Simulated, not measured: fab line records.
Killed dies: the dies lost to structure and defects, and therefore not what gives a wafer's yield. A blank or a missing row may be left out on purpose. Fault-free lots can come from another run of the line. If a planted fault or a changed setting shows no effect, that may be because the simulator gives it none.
What tool caused it?	flow nand_harc	13 lots, 39 wafers sampled, at 5 steps of a route of 1302

== WHAT THE GAUGES READ, wafer by wafer ==
NHARC_A_STAIRCASE_INSPECT_155. Usual: raw_defect_count 464, standard deviation 100.
lot	measured	on	raw_defect_count	flag
L732	day 19 13:43	defect_inspect-01	461 402 339	
L734	day 20 11:56	defect_inspect-01	451 560 448	
L735	day 20 19:08	defect_inspect-02	569 491 640	
L739	day 23 01:53	defect_inspect-01	536 431 499	
L743	day 24 16:00	defect_inspect-01	370 360 307	
L746	day 25 15:41	defect_inspect-01	488 487 620	
L747	day 25 18:39	defect_inspect-01	304 353 329	
L748	day 26 14:59	defect_inspect-02	421 433 570	
L749	day 27 02:16	defect_inspect-02	434 405 447	
L750	day 27 02:29	defect_inspect-01	314 470 295	
L751	day 27 22:59	defect_inspect-01	467 450 639	
L753	day 28 23:42	defect_inspect-01	302 479 455	
L752	day 29 05:55	defect_inspect-02	378 502 407	

NHARC_A_SGD_CUT_INSPECT_11. Usual: raw_defect_count 63, standard deviation 23.
lot	measured	on	raw_defect_count	flag
L732	day 19 14:38	defect_inspect-02	53 57 58	
L734	day 20 12:51	defect_inspect-01	132 100 113	
L735	day 20 20:02	defect_inspect-02	77 65 75	
L739	day 23 02:41	defect_inspect-01	30 25 19	
L743	day 24 16:47	defect_inspect-01	66 70 53	
L746	day 25 16:29	defect_inspect-01	54 48 49	
L747	day 25 19:26	defect_inspect-02	69 70 72	
L748	day 26 15:54	defect_inspect-02	19 21 31	
L749	day 27 03:11	defect_inspect-01	66 49 71	
L750	day 27 03:24	defect_inspect-02	47 61 68	
L751	day 27 23:53	defect_inspect-01	68 59 65	
L753	day 29 00:29	defect_inspect-02	57 71 69	
L752	day 29 06:50	defect_inspect-02	94 69 88	

NHARC_END_SORT_01. Usual: killed_at_array 64, standard deviation 16; killed_at_other 1.0, standard deviation 1.1; killed_at_periphery 3.5, standard deviation 2.3; killed_dies 69, standard deviation 17; killed_open 3.2, standard deviation 1.6; killed_short 2.4, standard deviation 1.6.
lot	measured	on	killed_at_array	killed_at_other	killed_at_periphery	killed_dies	killed_open	killed_short	flag
L734	day 25 15:30	prober-01	87 50 74	2 5 0	6 12 1	95 67 75	2 4 1	3 2 3	
L743	day 30 04:50	prober-02	79 88 68	1 0 1	0 2 3	80 90 72	1 5 2	1 1 3	
L746	day 31 05:11	prober-02	669 78 60	0 1 0	8 1 8	677 80 68	4 3 1	4 4 3	OFF
L747	day 30 15:19	prober-01	671 101 98	1 0 1	5 4 3	677 105 102	6 2 2	2 0 0	OFF
L748	day 32 10:14	prober-01	31 671 35	3 3 0	1 3 2	35 677 37	4 4 2	1 1 1	OFF
L751	day 33 06:43	prober-01	78 77 79	1 2 1	4 6 4	83 85 84	2 3 6	1 4 3	
L752	day 34 19:25	prober-02	84 55 69	0 1 1	4 0 2	88 56 72	3 2 0	1 1 4	

== EACH LOT AND THE TOOL THAT RAN IT (in order: tool; ch and the chambers of the sampled wafers; start) ==
lot	NHARC_A_SGD_CUT_ETCH_58	NHARC_A_SGD_CUT_ETCH_16
L732	rie_diel-08 ch 0,1,2, day 19 14:47	rie_diel-08 ch 1,3, day 19 15:16
L734	rie_diel-02 ch 1,2,3, day 20 13:01	rie_diel-02 ch 0,2,3, day 20 13:29
L735	rie_diel-08 ch 1,2, day 20 20:11	rie_diel-08 ch 1,3, day 20 20:40
L739	rie_diel-08 ch 0,1,2, day 23 02:51	rie_diel-08 ch 0,1,3, day 23 03:20
L743	rie_diel-08 ch 0,1,3, day 24 16:56	rie_diel-08 ch 0,2, day 24 17:26
L746	rie_diel-08 ch 0,1,3, day 25 16:39	rie_diel-08 ch 0,1,2, day 25 17:08
L747	rie_diel-08 ch 0,2,3, day 25 19:35	rie_diel-08 ch 0,1,2, day 25 20:04
L748	rie_diel-08 ch 0,3, day 26 16:02	rie_diel-08 ch 0,2,3, day 26 16:34
L749	rie_diel-06 ch 0,2,3, day 27 03:20	rie_diel-06 ch 0,1,2, day 27 03:49
L750	rie_diel-02 ch 0,1,3, day 27 03:33	rie_diel-02 ch 0,1,3, day 27 04:02
L751	rie_diel-02 ch 0,1,3, day 28 00:02	rie_diel-02 ch 0,1, day 28 00:32
L753	rie_diel-08 ch 1,3, day 29 00:38	rie_diel-08 ch 0,1, day 29 01:08
L752	rie_diel-06 ch 0,2, day 29 06:59	rie_diel-06 ch 0,1,3, day 29 07:28
- NHARC_A_SGD_CUT_ETCH_58: etches the open film in CF4, target depth 39 nm, time 65 s.
- NHARC_A_SGD_CUT_ETCH_16: etches the open film in C4F8/O2/Ar, target depth 310.5 nm, time 155.2 s.

== WHAT THE TOOLS THEMSELVES READ (means of the sampled wafers that have a number; where no wafer has one, the mark that the record gives instead) ==
NHARC_A_SGD_CUT_ETCH_58. Usual: drypump_motor_current_A 5.5 A, standard deviation 0.54; oes_product_au 0.999 a.u., standard deviation 0.011; rf_vpp_V 151.0 V, standard deviation 1.1; showerhead_plenum_p_Torr 1.75 Torr, standard deviation 0.066; throttle_valve_pct 13.284 %, standard deviation 0.0091.
lot	tool	drypump_motor_current_A (A)	oes_product_au (a.u.)	rf_vpp_V (V)	showerhead_plenum_p_Torr (Torr)	throttle_valve_pct (%)	flag
L732	rie_diel-08	5.4	1.010	150.5	1.74	13.281	
L734	rie_diel-02	5.7	0.981	151.1	1.76	13.287	
L735	rie_diel-08	4.9	1.001	150.8	1.72	13.274	
L739	rie_diel-08	5.4	1.005	151.6	1.74	13.281	
L743	rie_diel-08	5.7	0.993	151.6	1.79	13.284	
L746	rie_diel-08	5.7	0.991	151.8	1.79	13.287	
L747	rie_diel-08	5.7	0.992	151.3	1.78	13.273	
L748	rie_diel-08	6.0	0.993	151.1	1.83	13.284	
L749	rie_diel-06	5.4	1.008	151.5	1.74	13.275	
L750	rie_diel-02	5.7	0.986	150.4	1.71	13.281	
L751	rie_diel-02	5.7	0.990	150.3	1.71	13.277	
L753	rie_diel-08	5.3	1.006	150.5	1.78	13.283	
L752	rie_diel-06	5.2	0.993	150.5	1.70	13.282	

NHARC_A_SGD_CUT_ETCH_16. Usual: oes_product_au 0.972 a.u., standard deviation 0.014; rf_vpp_V 722 V, standard deviation 4.1.
lot	tool	oes_product_au (a.u.)	rf_vpp_V (V)	flag
L732	rie_diel-08	0.990	724	
L734	rie_diel-02	0.974	723	
L735	rie_diel-08	0.974	725	
L739	rie_diel-08	0.979	724	
L743	rie_diel-08	0.969	720	
L746	rie_diel-08	0.944	720	
L747	rie_diel-08	0.952	721	
L748	rie_diel-08	0.938	724	
L749	rie_diel-06	0.972	720	
L750	rie_diel-02	0.968	720	
L751	rie_diel-02	0.971	717	
L753	rie_diel-08	0.966	722	
L752	rie_diel-06	0.978	721	

== THE ANSWER, worked out from the rows above alone ==
Rule: a lot is off if the mean of its wafers that have a number lies more than 3 standard deviations from the usual mean. A lot without any number at a reading at which 4 lots or more have one is off too. All remaining lots with rows at the step are treated as sound. After the gauges, taken in route order, come the tools' own readings; for these a lot's mean is taken, as printed above. The first step at which some lot is off is used, and at that step the reading that is off furthest; a lot without a number counts as furthest.
Off at NHARC_END_SORT_01 (killed_at_array): L746, L747, L748. Neither off nor sound, because the step has no rows for them: L732, L735, L739, L749, L750, L753.
If a tool, at a process step before that reading, ran all the lots that are off and no sound lot after the first of them, it fits. Those tools and the gauges at NHARC_END_SORT_01 are tried in the same way. One fits: NHARC_A_SGD_CUT_ETCH_58 and NHARC_A_SGD_CUT_ETCH_16 on rie_diel-08. At NHARC_A_SGD_CUT_ETCH_58 its last sound lot is L743 (day 24 16:56), its first lot that is off L746 (day 25 16:39): a fault that began between those two fits.

== WHAT THE SIMULATOR HAD INSERTED ==
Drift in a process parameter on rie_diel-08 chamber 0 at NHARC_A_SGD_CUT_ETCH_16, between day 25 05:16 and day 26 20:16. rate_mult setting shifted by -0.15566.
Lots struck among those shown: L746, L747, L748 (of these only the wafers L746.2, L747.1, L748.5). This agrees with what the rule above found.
